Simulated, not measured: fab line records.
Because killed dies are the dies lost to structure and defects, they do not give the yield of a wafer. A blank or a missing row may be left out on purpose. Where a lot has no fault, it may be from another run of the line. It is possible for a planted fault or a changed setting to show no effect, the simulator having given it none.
fab line records	flow nand-harc
record: lots: 12	wafers: 36	last-day: 33
route steps=1302 shown A_SLIT@942 A_WL_FILL@953 END@1302
lots that met no fault: taken from a fault-free run of the same line
start-h: the number of hours between the record's first day and the start of the first shown wafer of the lot	wait-h: how many hours have passed since the lot's step before this one	" the same as in the row above	L1.1+2: a row that stands for several wafers	- either no value or no given start	* or withheld: withheld	< > ~ a bound
route shown NAME@n: NAME is a module with steps in the file, n the number in the route of the first one	usual: mean/standard deviation taken from wafers without a fault	same: alike in all rows	chamber/n: place in a boat	sites: the reading at each site	_std_site: how widely they spread, as a standard deviation	_edge_site: outer sites' mean less inner sites'	radius-mm: for every site, how far away it sits from the centre of the wafer	mask NAME#n: copy n	behind: the tool/chamber that last shaped the wafer	hold: why the lot was held/for how many hours/how that ended	device: the transistor (n, p or np) that didn't switch	end of line: tests of these same wafers at the route's end	a step without rows: its recipe alone	killed: dies that structure and defects cost at the first sort, which is not the same as the wafer's yield	map: the dies of a wafer, with x for killed, . for not killed, _ for no die there
set.NAME: setting as actually run; set.NAME@STEP: the setting as run at that earlier step	model.NAME: the simulator's own value behind a step, which no gauge read
a sample of lots followed through the steps of the route, with each step as a table and each wafer as a row
services: when a tool's chamber went out of use (start-h, in hours from the record's first day, below 0 if earlier), for how many hours, and the reason
== steps ==
step: NHARC_A_SLIT_ETCH_29
recipe: target-depth-a: 1000	overetch-a: 100	time-s: 55	ion-energy-ev: 100	cf4-flow-sccm: 80	o2-flow-sccm: 20	ar-flow-sccm: 0	rf-w: 300	bias-w: 100	chemistry: CF4/O2
usual: drypump-motor-current-A: 5.6/0.36	oes-product-au: 0.997/0.0074	rf-vpp-V: 198.0/1.5	showerhead-plenum-p-Torr: 1.35/0.063	throttle-valve-pct: 13.398/0.0091
lot.wafer	tool	chamber	start-h	wait-h	drypump-motor-current-A	oes-product-au	rf-hours-counter-h	rf-vpp-V	showerhead-plenum-p-Torr	throttle-valve-pct
L433.4	rie-diel-07	1	453.25	0.1	5.4	0.996	9	198.5	1.40	13.402
L433.3	"	2	"	"	5.7	1.000	8	200.0	1.43	13.403
L433.5	"	1	"	"	5.4	0.994	-	198.4	1.40	13.389
L435.1	rie-diel-12	3	483.86	0.1	6.0	1.002	2	198.9	1.37	13.398
L435.4	"	1	"	"	5.2	1.003	2	195.8	1.26	13.396
L435.6	"	3	"	"	5.9	1.003	-	199.2	1.37	13.393
L436.1	rie-diel-03	0	487.65	0.1	5.0	0.991	1	198.2	1.35	13.386
L436.6	"	1	"	"	5.8	0.997	-	194.9	1.24	13.406
L436.5	"	2	"	"	5.3	1.004	-	196.9	1.39	13.396
L437.2	rie-diel-12	1	491.42	0.1	5.2	1.008	2	196.6	1.26	13.402
L437.1	"	3	"	"	5.9	1.002	2	199.5	1.37	13.398
L437.6	"	1	"	"	5.2	1.006	-	195.7	1.26	13.408
L438.4	rie-diel-07	3	511.26	0.1	5.8	0.997	3	199.5	1.43	13.408
L438.1	"	1	"	"	5.4	1.000	3	199.5	1.40	13.394
L438.5	"	0	"	"	5.2	1.004	-	197.3	1.34	13.410
L440.4	rie-diel-12	3	540.40	0.1	6.0	1.000	6	197.9	1.37	13.396
L440.1	"	1	"	"	5.2	0.990	6	196.2	1.26	13.385
L440.2	"	2	"	"	5.5	0.995	6	199.6	1.41	13.413
L439.3	rie-diel-07	2	540.57	0.1	5.7	1.002	4	198.9	1.43	13.401
L439.2	"	0	"	"	5.2	0.993	5	197.0	1.34	13.394
L439.6	"	2	"	"	5.7	0.999	-	198.2	1.43	13.427
L441.3	rie-diel-03	3	552.59	0.1	6.2	1.000	3	198.6	1.36	13.411
L441.5	"	2	"	"	5.3	0.993	-	198.5	1.39	13.394
L441.6	"	3	"	"	6.2	1.003	-	197.9	1.36	13.406
L447.3	rie-diel-07	3	588.96	0.1	5.8	1.000	8	199.6	1.43	13.390
L447.1	"	0	"	"	5.2	0.991	8	198.9	1.34	13.402
L447.6	"	2	"	"	5.7	1.009	-	199.0	1.43	13.397
L452.2	rie-diel-07	0	662.34	0.1	5.2	1.006	0	197.6	1.34	13.392
L452.3	"	1	"	"	5.4	0.995	0	198.6	1.40	13.410
L452.6	"	1	"	"	5.4	1.000	-	198.8	1.40	13.399
L454.1	rie-diel-07	1	675.76	0.1	5.4	0.996	1	200.5	1.40	13.396
L454.2	"	2	"	"	5.7	1.000	2	200.1	1.42	13.384
L454.3	"	0	"	"	5.2	1.007	1	198.1	1.34	13.414
L455.1	rie-diel-07	3	692.89	0.1	5.8	1.003	2	199.8	1.43	13.410
L455.6	"	0	"	"	5.2	1.008	-	197.5	1.34	13.383
L455.5	"	1	"	"	5.4	1.004	-	197.8	1.40	13.396
step: NHARC_A_WL_FILL_RTA_01
recipe: temp-c: 1000	time-s: 5
usual: lamp-power-pct: 28.5/1	lamp_zone_3_pct: 28.5/1	wafer_temp_C_max: 1003.3/0.71
lot.wafer	tool	chamber	start-h	wait-h	lamp-power-pct	lamp_zone_3_pct	wafer_temp_C_max
L433.3	rtp-anneal-01	0	460.78	-	29.3	29.3	1003.7
L433.4	"	0	"	"	29.3	29.3	1002.6
L433.5	"	0	"	"	29.3	29.3	1003.9
L435.1	rtp-anneal-01	0	491.39	-	29.3	29.2	1003.4
L435.4	"	0	"	"	29.3	29.2	1003.9
L435.6	"	0	"	"	29.3	29.3	1004.6
L436.1	rtp-anneal-02	0	495.19	-	27.2	27.2	1003.2
L436.5	"	0	"	"	27.2	27.2	1003.3
L436.6	"	0	"	"	27.1	27.1	1003.4
L437.1	rtp-anneal-02	0	498.89	-	27.2	27.2	1003.1
L437.2	"	0	"	"	27.1	27.2	1001.8
L437.6	"	0	"	"	27.2	27.1	1002.7
L438.1	rtp-anneal-01	0	518.90	-	29.3	29.3	1002.8
L438.4	"	0	"	"	29.2	29.3	1003.2
L438.5	"	0	"	"	29.3	29.3	1004.3
L440.1	rtp-anneal-02	0	547.85	-	27.1	27.1	1003.1
L440.2	"	0	"	"	27.2	27.1	1003.9
L440.4	"	0	"	"	27.1	27.1	1003.9
L439.2	rtp-anneal-01	0	547.85	-	29.3	29.3	1003.0
L439.3	"	0	"	"	29.3	29.3	1002.6
L439.6	"	0	"	"	29.3	29.3	1002.4
L441.3	rtp-anneal-01	0	560.06	-	29.3	29.3	1003.4
L441.5	"	0	"	"	29.3	29.3	1002.7
L441.6	"	0	"	"	29.3	29.2	1003.3
L447.1	rtp-anneal-01	0	596.55	-	29.3	29.3	1005.4
L447.3	"	0	"	"	29.3	29.3	1003.2
L447.6	"	0	"	"	29.3	29.3	1004.7
L452.2	rtp-anneal-01	0	669.86	-	29.3	29.3	1003.5
L452.3	"	0	"	"	29.4	29.3	1003.3
L452.6	"	0	"	"	29.3	29.4	1004.2
L454.1	rtp-anneal-01	0	683.30	-	29.3	29.3	1002.7
L454.2	"	0	"	"	29.3	29.3	1004.7
L454.3	"	0	"	"	29.3	29.3	1003.6
L455.1	rtp-anneal-01	0	700.46	-	29.3	29.3	1003.2
L455.5	"	0	"	"	29.3	29.3	1004.0
L455.6	"	0	"	"	29.3	29.3	1002.5
step: NHARC_A_WL_FILL_ETCHBACK_26
recipe: target-depth-a: 520	time-s: 13.3	hbr-flow-sccm: 150	rf-w: 350	icp-w: 350	bias-w: 60	chemistry: HBr
usual: drypump-motor-current-A: 5.69/0.3	oes-product-au: 1.001/0.0073	throttle-valve-pct: 23.266/0.0099
lot.wafer	tool	chamber	start-h	wait-h	drypump-motor-current-A	oes-product-au	rf-hours-counter-h	throttle-valve-pct
L433.3	rie-si-02	0	477.65	0.4	5.54	0.990	0.04	23.274
L433.4	"	2	"	"	5.71	1.001	0.08	23.253
L433.5	"	1	"	"	5.39	0.993	-	23.270
L435.4	rie-si-02	3	508.75	0.4	5.95	0.997	0.26	23.262
L435.1	"	0	"	"	5.54	0.996	0.29	23.259
L435.6	"	3	"	"	5.93	1.009	-	23.272
L437.2	rie-si-03	0	512.94	0.4	5.32	0.999	0.59	23.281
L437.1	"	1	"	"	5.38	1.002	0.67	23.263
L437.6	"	0	"	"	5.29	1.008	-	23.261
L436.1	rie-si-02	1	512.97	0.4	5.35	1.001	0.24	23.265
L436.5	"	3	"	"	5.98	1.009	-	23.263
L436.6	"	0	"	"	5.53	0.994	-	23.266
L438.4	rie-si-03	1	537.76	0.4	5.37	0.995	0.85	23.271
L438.1	"	2	"	"	5.54	0.997	0.80	23.258
L438.5	"	1	"	"	5.41	1.001	-	23.263
L440.4	rie-si-02	0	566.48	0.4	5.51	0.999	0.56	23.279
L440.1	"	1	"	"	5.37	1.001	0.50	23.268
L440.2	"	3	"	"	5.95	0.997	0.62	23.277
L439.3	rie-si-05	1	569.69	0.4	6.09	0.996	0.52	23.273
L439.2	"	2	"	"	6.07	0.983	0.52	23.267
L439.6	"	1	"	"	6.08	0.993	-	23.268
L441.3	rie-si-02	3	578.09	0.4	5.94	1.007	0.70	23.276
L441.6	"	2	"	"	5.71	1.002	-	23.255
L441.5	"	3	"	"	5.94	1.006	-	23.271
L447.3	rie-si-02	3	612.95	0.4	5.94	1.001	0.89	23.258
L447.1	"	0	"	"	5.53	0.839	0.81	23.274
L447.6	"	0	"	"	5.55	0.847	-	23.253
L452.3	rie-si-05	3	686.72	0.4	6.46	1.008	0.14	23.261
L452.2	"	0	"	"	5.49	1.004	0.03	23.249
L452.6	"	3	"	"	6.47	1.004	-	23.267
L454.3	rie-si-03	2	700.13	0.4	5.51	0.998	0.90	23.266
L454.2	"	0	"	"	5.32	1.015	0.82	23.266
L454.1	"	1	"	"	5.42	1.002	0.79	23.273
L455.1	rie-si-05	1	717.61	0.4	6.12	0.992	0.49	23.273
L455.5	"	1	"	"	6.15	1.003	-	23.268
L455.6	"	2	"	"	6.10	0.982	-	23.280
step: NHARC_A_WL_FILL_ALD_19
recipe: target-thk-a: 20	pulse-time-s: 3	ald-cycles: 100	temp-c: 450	material: TiN
usual: heater-power-outer-w: 677/55	heater-power-w: 1070/77	precursor-pulse-height-rel: 1.000/0.018	susceptor-temp-C: 449.97/0.24
same: ald-cycles: 100
lot.wafer	tool	chamber	start-h	wait-h	heater-power-outer-w	heater-power-w	precursor-pulse-height-rel	susceptor-temp-C
L433.3	ald-metal-02	2	477.91	0.1	741	1086	1.008	449.38
L433.4	"	1	"	"	661	1123	0.988	449.87
L433.5	"	3	"	"	684	1196	0.970	449.95
L435.4	ald-metal-01	1	509.01	0.1	719	1145	1.000	450.14
L435.1	"	3	"	"	704	1028	1.014	449.62
L435.6	"	2	"	"	700	1107	0.960	450.27
L437.2	ald-metal-03	2	513.23	0.1	593	1035	0.977	449.65
L437.1	"	3	"	"	640	1000	0.998	449.21
L437.6	"	1	"	"	663	1058	0.994	450.50
L436.1	ald-metal-01	3	513.27	0.1	727	1022	0.977	450.11
L436.6	"	2	"	"	699	1095	1.021	449.89
L436.5	"	3	"	"	707	1004	1.005	450.41
L438.1	ald-metal-01	0	538.03	0.1	576	991	0.986	449.91
L438.4	"	2	"	"	693	1080	0.973	450.06
L438.5	"	1	"	"	719	1173	0.992	450.16
L440.4	ald-metal-01	3	566.75	0.1	671	958	1.012	450.07
L440.1	"	0	"	"	571	968	1.009	450.38
L440.2	"	1	"	"	717	1165	0.998	449.93
L439.2	ald-metal-02	0	569.95	0.1	765	1173	1.004	450.20
L439.3	"	3	"	"	690	1188	0.978	450.08
L439.6	"	0	"	"	748	1145	0.982	449.82
L441.3	ald-metal-03	0	578.34	0.1	646	958	1.020	450.12
L441.5	"	0	"	"	658	941	1.000	449.95
L441.6	"	1	"	"	657	1042	1.009	449.97
L447.1	ald-metal-03	1	613.25	0.1	626	1049	0.995	450.04
L447.3	"	2	"	"	673	1103	0.975	449.86
L447.6	"	1	"	"	636	1047	1.007	450.21
L452.2	ald-metal-03	1	687.03	0.1	643	1017	1.007	450.30
L452.3	"	2	"	"	683	1086	1.011	449.94
L452.6	"	3	"	"	651	1072	0.996	450.09
L454.3	ald-metal-01	1	700.40	0.1	734	1212	0.993	-
L454.2	"	2	"	"	701	1080	1.004	-
L454.1	"	3	"	"	651	966	1.011	-
L455.1	ald-metal-02	1	717.88	0.1	687	1082	1.020	450.23
L455.6	"	1	"	"	669	1096	0.981	449.98
L455.5	"	2	"	"	738	1142	1.015	450.41
step: NHARC_END_SORT_01
recipe: temp-c: 25
usual: killed-at-array: 53/18	killed-at-other: 0.9/1.3	killed-at-periphery: 4/3.1	killed-dies: 58/18	killed-open: 3.4/2	killed-short: 2.5/1.8
same: gross-dies: 677
lot.wafer	tool	chamber	start-h	wait-h	killed-at-array	killed-at-other	killed-at-periphery	killed-dies	killed-open	killed-short
L433.3	prober-01	0	557.94	3.1	39	0	6	45	4	4
L433.4	prober-01	0	558.74	3.4	58	0	8	66	6	1
L433.5	prober-01	0	559.54	3.7	61	1	6	68	4	8
L435.1	prober-01	0	584.11	2.5	44	1	3	48	6	2
L435.4	prober-01	0	586.52	3.4	43	0	1	44	1	1
L435.6	prober-01	0	588.13	4.0	46	1	3	50	3	3
L437.1	prober-01	0	594.41	2.5	105	0	5	110	7	8
L437.2	prober-01	0	595.21	2.8	101	0	5	106	2	6
L437.6	prober-01	0	598.38	4.0	87	1	7	95	3	1
L440.1	prober-01	0	642.78	2.5	73	2	2	77	6	2
L440.2	prober-01	0	643.58	2.8	89	1	0	90	5	1
L440.4	prober-01	0	645.17	3.4	63	1	2	66	0	1
L439.2	prober-02	0	647.44	2.8	26	4	7	37	1	5
L439.3	prober-02	0	648.24	3.1	40	2	4	46	5	4
L439.6	prober-02	0	650.65	4.0	31	4	4	39	2	1
L447.1	prober-02	0	697.32	2.5	47	0	11	58	4	5
L447.3	prober-02	0	698.90	3.1	52	0	3	55	2	2
L447.6	prober-02	0	701.27	4.0	60	1	3	64	3	3
killed by level:class
L433.3 A_CHANNEL_HOLE_D2:chamber-film-flake=21 A_STAIRCASE:chamber-film-flake=6 A_WL_FILL:chamber-film-flake=4 P_GATE:chamber-film-flake=3 A_CHANNEL_FILL_D2:geometric-particle:short=2 P_STI:geometric-particle:open=1 A_CHANNEL_FILL_D2:geometric-particle:open=1 A_WL_FILL:geometric-particle:open=1
L433.4 A_CHANNEL_HOLE_D2:chamber-film-flake=35 P_GATE:chamber-film-flake=5 A_STAIRCASE:chamber-film-flake=5 A_CHANNEL_HOLE_D1:chamber-film-flake=4 A_ZERO_WELL:chamber-film-flake=3 A_CONTACT:chamber-film-flake=3 A_CHANNEL_FILL_D1:geometric-particle:open=2 P_STI:chamber-film-flake=2
L433.5 A_CHANNEL_HOLE_D2:chamber-film-flake=36 A_CHANNEL_HOLE_D1:chamber-film-flake=7 P_GATE:chamber-film-flake=4 A_SGD_CUT:geometric-particle:short=3 A_CONTACT:chamber-film-flake=3 A_CHANNEL_FILL_D2:geometric-particle:open=2 A_STAIRCASE:chamber-film-flake=2 P_GATE:geometric-particle:open=1
L435.1 A_SLIT:chamber-film-flake=19 A_CHANNEL_HOLE_D2:chamber-film-flake=7 A_CHANNEL_HOLE_D1:chamber-film-flake=4 A_WL_FILL:chamber-film-flake=3 A_M1:geometric-particle:open=2 P_GATE:chamber-film-flake=2 A_STAIRCASE:chamber-film-flake=2 A_CONTACT:chamber-film-flake=2
L435.4 A_SLIT:chamber-film-flake=17 A_CHANNEL_HOLE_D2:chamber-film-flake=9 A_CHANNEL_HOLE_D1:chamber-film-flake=4 A_CONTACT:chamber-film-flake=4 A_STAIRCASE:chamber-film-flake=3 A_DECK1_JOINT:chamber-film-flake=2 A_WL_FILL:chamber-film-flake=2 P_M1:geometric-particle:open=1
L435.6 A_SLIT:chamber-film-flake=23 A_CONTACT:chamber-film-flake=8 A_CHANNEL_HOLE_D2:chamber-film-flake=5 A_ONON_D1:geometric-particle:short=2 P_GATE:chamber-film-flake=2 A_STAIRCASE:chamber-film-flake=2 P_M0:geometric-particle:open=1 A_CHANNEL_HOLE_D1:geometric-particle:open=1
L437.1 A_CHANNEL_HOLE_D2:chamber-film-flake=31 A_SLIT:chamber-film-flake=27 A_CHANNEL_HOLE_D1:chamber-film-flake=20 A_STAIRCASE:chamber-film-flake=8 A_CHANNEL_FILL_D1:geometric-particle:short=3 A_M0:geometric-particle:open=3 P_M1:chamber-film-flake=3 A_CHANNEL_FILL_D1:chamber-film-flake=3
L437.2 A_CHANNEL_HOLE_D1:chamber-film-flake=33 A_SLIT:chamber-film-flake=23 A_CHANNEL_HOLE_D2:chamber-film-flake=22 A_STAIRCASE:chamber-film-flake=7 A_CONTACT:chamber-film-flake=5 P_M1:chamber-film-flake=4 A_CHANNEL_FILL_D1:chamber-film-flake=3 A_WL_FILL:geometric-particle:short=2
L437.6 A_CHANNEL_HOLE_D1:chamber-film-flake=28 A_CHANNEL_HOLE_D2:chamber-film-flake=26 A_SLIT:chamber-film-flake=22 A_STAIRCASE:chamber-film-flake=8 P_M1:chamber-film-flake=4 P_CONTACT:geometric-particle:short=1 P_CONTACT:geometric-particle:open=1 A_WL_FILL:geometric-particle:open=1
L440.1 A_SLIT:chamber-film-flake=24 A_CHANNEL_HOLE_D1:chamber-film-flake=16 A_CONTACT:chamber-film-flake=14 A_CHANNEL_HOLE_D2:chamber-film-flake=8 A_WL_FILL:geometric-particle:short=2 A_BLC:geometric-particle:open=2 P_CONTACT:chamber-film-flake=2 A_WL_FILL:chamber-film-flake=2
L440.2 A_SLIT:chamber-film-flake=27 A_CHANNEL_HOLE_D2:chamber-film-flake=26 A_CHANNEL_HOLE_D1:chamber-film-flake=19 A_CONTACT:chamber-film-flake=8 A_CHANNEL_HOLE_D1:geometric-particle:short=1 A_DECK1_JOINT:geometric-particle:open=1 A_ONON_D2:geometric-particle:open=1 A_CONTACT:geometric-particle:open=1
L440.4 A_SLIT:chamber-film-flake=30 A_CHANNEL_HOLE_D2:chamber-film-flake=14 A_CHANNEL_HOLE_D1:chamber-film-flake=10 A_CONTACT:chamber-film-flake=8 A_CHANNEL_HOLE_D1:geometric-particle:short=1 P_STI:chamber-film-flake=1 P_CONTACT:chamber-film-flake=1 THIN_TSV:chamber-film-flake=1
L439.2 A_CHANNEL_HOLE_D2:chamber-film-flake=14 A_CONTACT:chamber-film-flake=4 THIN_TSV:chamber-film-flake=4 A_CHANNEL_HOLE_D1:chamber-film-flake=3 A_CHANNEL_FILL_D2:geometric-particle:short=2 P_ZERO_WELL:chamber-film-flake=2 P_STI:geometric-particle:short=1 P_M0:geometric-particle:short=1
L439.3 A_CHANNEL_HOLE_D2:chamber-film-flake=20 A_CHANNEL_HOLE_D1:chamber-film-flake=4 A_ONON_D1:geometric-particle:short=3 P_BONDPAD:chamber-film-flake=3 A_ONON_D1:geometric-particle:open=2 A_CHANNEL_FILL_D2:geometric-particle:open=2 A_SGD_CUT:chamber-film-flake=2 A_SLIT:chamber-film-flake=2
L439.6 A_CHANNEL_HOLE_D2:chamber-film-flake=18 A_CHANNEL_HOLE_D1:chamber-film-flake=5 THIN_TSV:chamber-film-flake=4 P_GATE:chamber-film-flake=2 P_BONDPAD:chamber-film-flake=2 A_DECK1_JOINT:chamber-film-flake=2 A_SLIT:chamber-film-flake=2 A_ONON_D1:geometric-particle:open=1
L447.1 A_SLIT:chamber-film-flake=16 A_CHANNEL_HOLE_D2:chamber-film-flake=11 A_CHANNEL_HOLE_D1:chamber-film-flake=7 A_CONTACT:chamber-film-flake=6 P_M2:chamber-film-flake=4 P_M2:geometric-particle:open=2 P_ZERO_WELL:chamber-film-flake=2 A_STAIRCASE:chamber-film-flake=2
L447.3 A_SLIT:chamber-film-flake=21 A_CHANNEL_HOLE_D2:chamber-film-flake=12 A_CHANNEL_HOLE_D1:chamber-film-flake=6 A_CONTACT:chamber-film-flake=6 A_STAIRCASE:chamber-film-flake=2 A_ONON_D2:geometric-particle:open=1 A_SGD_CUT:geometric-particle:short=1 A_M0:geometric-particle:open=1
L447.6 A_SLIT:chamber-film-flake=23 A_CHANNEL_HOLE_D2:chamber-film-flake=18 A_CHANNEL_HOLE_D1:chamber-film-flake=3 A_CHANNEL_FILL_D1:chamber-film-flake=3 A_STAIRCASE:chamber-film-flake=3 A_CONTACT:chamber-film-flake=3 P_M2:chamber-film-flake=2 A_ONON_D1:geometric-particle:short=1
== services ==
tool	chamber	start-h	hours	kind
ald-metal-02	-	432.00	10.0	pm
rie-diel-07	2	432.50	20.1	repair
rie-diel-12	-	445.45	9.0	pm
rie-diel-07	0	445.54	1.3	repair
rie-si-02	-	454.00	9.0	pm
ald-metal-02	-	454.24	1.5	repair
ald-metal-01	-	460.42	0.5	repair
ald-metal-01	3	461.68	16.5	repair
rie-diel-07	-	471.20	9.0	pm
rie-si-03	-	480.57	0.5	repair
rie-si-05	-	482.00	9.0	pm
rie-diel-12	2	494.18	2.6	repair
ald-metal-03	-	520.53	2.3	repair
ald-metal-01	-	526.00	10.0	pm
rie-si-02	2	536.42	8.7	repair
ald-metal-01	1	540.69	10.3	repair
ald-metal-03	-	568.00	10.0	pm
rie-diel-07	1	586.35	9.3	repair
ald-metal-03	1	606.23	3.4	repair
rie-si-02	1	608.78	4.6	repair
rie-si-02	-	631.00	9.0	pm
rie-diel-07	0	645.81	9.0	repair
rie-diel-07	-	648.20	9.0	pm
ald-metal-01	-	704.00	10.0	pm
== key ==
first-sign: step: NHARC_A_WL_FILL_ETCHBACK_26	reading: oes-product-au	direction: down	sigmas: 22	usual: 1.001	struck: 0.843
effect none on later readings
met-at NHARC_A_WL_FILL_ETCHBACK_26
struck-lots L447
struck-wafers L447.1,L447.6
tester-left-out L447
not-acting-at NHARC_A_SLIT_ETCH_29,NHARC_A_WL_FILL_RTA_01,NHARC_A_WL_FILL_ALD_19
onset-between 566.48 612.95
fault: kind: process-parameter-drift	tool: rie-si-02	chamber: 0	onset-h: 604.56	steps: NHARC_A_WL_FILL_ETCHBACK_26	channel: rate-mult	offset: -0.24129	shape: step	end-h: 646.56
tester-left-out: of these lots the tester's yield and bins aren't shown, on N5 and GAA mostly nor the transistor test; their killed dies are dies lost to structure and defects alone, not to doping, threshold or leakage, so they don't give the yield
